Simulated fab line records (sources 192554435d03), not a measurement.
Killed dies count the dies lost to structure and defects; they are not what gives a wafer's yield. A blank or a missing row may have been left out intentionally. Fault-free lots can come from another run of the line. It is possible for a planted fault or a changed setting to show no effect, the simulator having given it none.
Which tool was responsible? ; flow n5_finfet ; 12 lots, 36 wafers sampled, at 1 step of a route of 1938

== WHAT THE GAUGES SHOWED, per wafer ==
N5_BEOL_M14_INSPECT_30: inspects for defects (macro).
lot;measured;on;raw_defect_count
L076;day 11 17:34;defect_inspect-01;2 2 2
L077;day 12 01:05;defect_inspect-02;0 1 2
L079;day 12 16:43;defect_inspect-01;3 3 2
L080;day 13 11:47;defect_inspect-01;2 2 1
L083;day 14 01:35;defect_inspect-02;2 5 4
L085;day 14 04:44;defect_inspect-01;1 1 5
L087;day 14 23:28;defect_inspect-01;1 3 3
L091;day 15 14:13;defect_inspect-02;2 2 0
L088;day 16 06:00;defect_inspect-02;4 1 0
L095;day 16 10:49;defect_inspect-02;1 1 0
L093;day 17 10:13;defect_inspect-01;2 4 3
L097;day 18 07:33;defect_inspect-01;3 1 6

== WHAT TOOL EACH LOT RAN ON (gives the tool, then ch and the chambers of the sampled wafers, and finally the start) ==
The record holds no process step before these readings.

== THE ANSWER, worked out from the rows above alone ==
Rule: what is usual is taken from the lots themselves. The widest of any qualifying gaps counts: lots, ordered by their means at a reading, are off when they make up no more than a third of the lots, leave a main group of 4 or more, and stand apart from it by 3 or more times the standard deviation of that group's means. Not used: any main group whose means are identical at the precision the tables above print for the reading. Also off: a lot with no number at a reading for which 4 or more lots have one. Where the step has rows for the other lots, those lots are counted as sound.
No lot is off on any of the readings shown, so nothing can be concluded from this.

== WHAT HAD BEEN PUT IN BY THE SIMULATOR ==
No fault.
